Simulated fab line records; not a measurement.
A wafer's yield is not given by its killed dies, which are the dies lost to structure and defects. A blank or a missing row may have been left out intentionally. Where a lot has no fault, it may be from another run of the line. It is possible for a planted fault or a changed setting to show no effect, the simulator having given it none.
Matching of chambers | flow n5Finfet | N5_BEOL_M9_STRIP_19 on rieDiel-04 has 4 sister chambers
The step strips in O2. 8 wafers are shown with their chamber, then 9 later ones without.

== WAFERS WITH THEIR CHAMBER ==
wafer  | chamber | showerheadPlenumPTorr (Torr) | throttleValvePct (%)
L082.1 | 2       | 2.17                         | 16.74
L082.5 | 3       | 2.23                         | 16.24
L086.4 | 1       | 2.03                         | 16.77
L086.5 | 0       | 2.16                         | 16.80
L086.6 | 1       | 2.03                         | 16.75
L088.2 | 3       | 2.22                         | 16.23
L088.4 | 2       | 2.17                         | 16.73
L088.5 | 0       | 2.16                         | 16.79

== WAFERS WITH NO CHAMBER GIVEN ==
wafer  | showerheadPlenumPTorr (Torr) | throttleValvePct (%)
L090.1 | 2.22                         | 16.28
L090.2 | 2.02                         | 16.79
L090.5 | 2.17                         | 16.76
L092.1 | 2.02                         | 16.81
L092.3 | 2.22                         | 16.23
L092.4 | 2.16                         | 16.83
L094.1 | 2.02                         | 16.82
L094.2 | 2.22                         | 16.27
L094.6 | 2.22                         | 16.25

== CHAMBER TAKEN BY EACH ==
wafer  | from the rows above | in truth
L090.1 | 3                   | 3
L090.2 | 1                   | 1
L090.5 | 2                   | 2
L092.1 | 1                   | 1
L092.3 | 3                   | 3
L092.4 | 0                   | 0
L094.1 | 1                   | 1
L094.2 | 3                   | 3
L094.6 | 3                   | 3
Placed correctly: 9 of 9. Can't be placed from these rows: 0. 0 placed wrongly.
How it was worked out, from the rows above alone: a wafer's distance from a chamber is the root of the sum, over the readings, of the square of ((its reading less the chamber's mean) divided by the reading's scatter). The wafer belongs to the nearest chamber; if the next one is less than 2 further off, it can't be placed. Each chamber's mean is taken over the wafers shown for it. How the scatter is found: for the shown wafers, subtract from each reading the mean of its chamber, square and add these, divide the total by (wafers less chambers), then take the root.
